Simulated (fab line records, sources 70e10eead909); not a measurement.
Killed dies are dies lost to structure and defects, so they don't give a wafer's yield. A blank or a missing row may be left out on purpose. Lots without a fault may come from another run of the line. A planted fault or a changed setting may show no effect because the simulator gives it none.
A struck lot beside a sound one | flow nand_harc | 15 steps out of a route of 1302
Sound: wafers L467.2, L467.3, L467.6. Struck: wafer L459.5. (L459.2, L459.3 of the same lot were not struck and are left out.) The cause comes at the end.
At each step with rows: each side's tool, then ch and its chambers, then its first start. Under that, the readings that differ: sound wafers | struck wafers | difference of the means | sigmas: that difference in standard deviations of wafers without a fault.
alike: readings whose means differ by less than 2 such deviations, and words and numbers that are the same on both sides. not compared: withheld readings, readings that some wafer has no value for, bounds like >300 that may hide the same value, and numbers for which the record gives no deviation and whose values overlap.
The two part at a step that has a row with sigmas, a row that says differs or no value, or rows on one side only. Numbers that don't overlap but have no deviation are shown without sigmas and don't part them. A reading that every wafer of one side lacks parts them only if that side has two wafers or more.

NHARC_P_M2_OVL_MEAS_10: pitch 340 nm.
  sound on overlay-01, day 14 05:13; struck on overlay-01, day 10 22:47
  alike: overlay_x_nm, overlay_y_nm
NHARC_P_M2_INSPECT_11:
  sound on defect_inspect-02, day 14 05:15; struck on defect_inspect-01, day 10 22:49
  alike: raw_defect_count
then, 1 step without rows for these wafers: NHARC_P_M2_DESCUM_14 (chemistry O2, time 3 s).
NHARC_P_M2_ETCH_35: etches the open film in N2/H2, target depth 40 nm, overetch 12 nm, time 43.94 s.
  sound on rie_diel-06 ch 0,1,3, day 14 05:25; struck on rie_diel-01 ch 1, day 10 22:58
  alike: bias_w, drypump_motor_current_A, oes_product_au, rf_vpp_V, showerhead_plenum_p_Torr, throttle_valve_pct
  not compared: rf_hours_counter_h
NHARC_P_M2_ETCH_15: etches the open film in C4F8/Ar, target depth 182.5 nm, time 91.2 s.
  sound on rie_diel-06 ch 1,2,3; struck on rie_diel-01 ch 0
  reading               | sound             | struck | difference | sigmas
  oes_product_au (a.u.) | 0.980 0.968 0.983 | 0.924  | -0.053     | -2
  alike: bias_w, rf_vpp_V
  not compared: rf_hours_counter_h
NHARC_P_M2_CD_MEAS_16:
  sound on cd_sem-01, day 14 05:37; struck on cd_sem-01, day 10 23:11
  alike: cd_nm
then, 1 step without rows for these wafers: NHARC_P_M2_STRIP_18 (strips in N2/H2).
NHARC_P_M2_ETCH_28: etches the open film in CF4/N2, target depth 30 nm, time 72.99 s.
  sound on rie_diel-06 ch 1,3; struck on rie_diel-11 ch 2
  reading                | sound                | struck | difference | sigmas
  throttle_valve_pct (%) | 19.797 19.814 19.791 | 19.782 | -0.019     | -2
  alike: bias_w, drypump_motor_current_A, oes_product_au, rf_vpp_V, showerhead_plenum_p_Torr
  not compared: rf_hours_counter_h
then, 1 step without rows for these wafers: NHARC_P_M2_STRIP_19 (strips in post etch residue remover, time 600 s).
NHARC_P_M2_DEGAS_29: time 60 s.
  sound on pvd_sputter-01, day 14 06:20; struck on pvd_sputter-02, day 10 23:58
  reading            | sound       | struck | difference | sigmas
  heater_power_w (W) | 311 291 314 | 418    | +113       | +4
then, 1 step without rows for these wafers: NHARC_P_M2_PRE_CLEAN_30 (time 30 s).
NHARC_P_M2_PVD_20: deposits TaN, target thk 5 nm, time 8.06 s.
  sound on pvd_sputter-01; struck on pvd_sputter-02
  alike: cathode_dc_power_W, throttle_valve_pct
NHARC_P_M2_PVD_21: deposits Cu, target thk 30 nm, time 20.49 s.
  sound on pvd_sputter-01, day 14 06:35; struck on pvd_sputter-02, day 11 00:11
  reading                | sound                | struck | difference | sigmas
  cathode_dc_power_W (W) | 4998.8 5001.1 4999.8 | 4808.1 | -191.8     | -99 or more
  alike: throttle_valve_pct
then, 1 step without rows for these wafers: NHARC_P_M2_ECD_22 (material Cu, target thk 400 nm).
-- the record jumps here: 18 days lie between the struck wafers' starts before and after (it left off in module P_M2 and takes up again in module END, whose first step shown is number 1302 of the route) --
NHARC_END_SORT_01:
  the record has rows for the struck wafers here (prober-02 ch 0, day 29 08:10) and none for the sound ones

WHERE THEY PART
First at NHARC_P_M2_ETCH_15; last, within this record, at NHARC_END_SORT_01.

WHY: what the simulator had put in
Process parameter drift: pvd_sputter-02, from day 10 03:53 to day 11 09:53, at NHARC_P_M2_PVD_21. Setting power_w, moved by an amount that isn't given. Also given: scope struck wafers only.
